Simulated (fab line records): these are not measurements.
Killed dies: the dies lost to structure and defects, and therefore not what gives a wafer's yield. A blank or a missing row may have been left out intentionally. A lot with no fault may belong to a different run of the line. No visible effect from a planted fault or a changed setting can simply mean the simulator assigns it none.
Chamber matching    flow n5_finfet    N5_BEOL_M1_ETCHBACK_99 on rie_diel-01 has 4 sister chambers
The step etches SiO2 in CHF3, target depth 5 nm, time 10.4 s. 4 wafers are shown with their chamber, then 7 later ones without.

== WAFERS PAIRED WITH THEIR CHAMBERS ==
wafer   chamber  showerhead_plenum_p_Torr (Torr)
L084.3  3        2.04
L087.5  2        2.22
L091.1  1        2.04
L091.3  0        2.12

== WAFERS WITHOUT THEIR CHAMBER ==
wafer   showerhead_plenum_p_Torr (Torr)
L091.6  2.04
L092.1  2.03
L092.4  2.12
L092.6  2.03
L097.1  2.03
L097.3  2.12
L097.5  2.12

== EACH ONE'S CHAMBER ==
wafer   from the rows above      in truth
L091.6  can't be placed: 1 or 3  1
L092.1  can't be placed: 1 or 3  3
L092.4  0                        0
L092.6  can't be placed: 1 or 3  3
L097.1  can't be placed: 1 or 3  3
L097.3  0                        0
L097.5  0                        0
Placed correctly: 3 of 7. Cannot be placed on the basis of these rows: 4; the candidates contain the true chamber in 4. Number placed wrongly: 0.
How it was worked out, from the rows above alone: a wafer's distance from a chamber is the root of the sum, over the readings, of the square of ((its reading less the chamber's mean) divided by the reading's scatter). The wafer belongs to the nearest chamber; if the next one is less than 2 further off, it can't be placed. For every chamber, the mean is computed from those of its wafers that are shown. The scatter: with one shown wafer a chamber, the root of the mean of the squares of how far each hidden wafer lies from its nearest shown one.
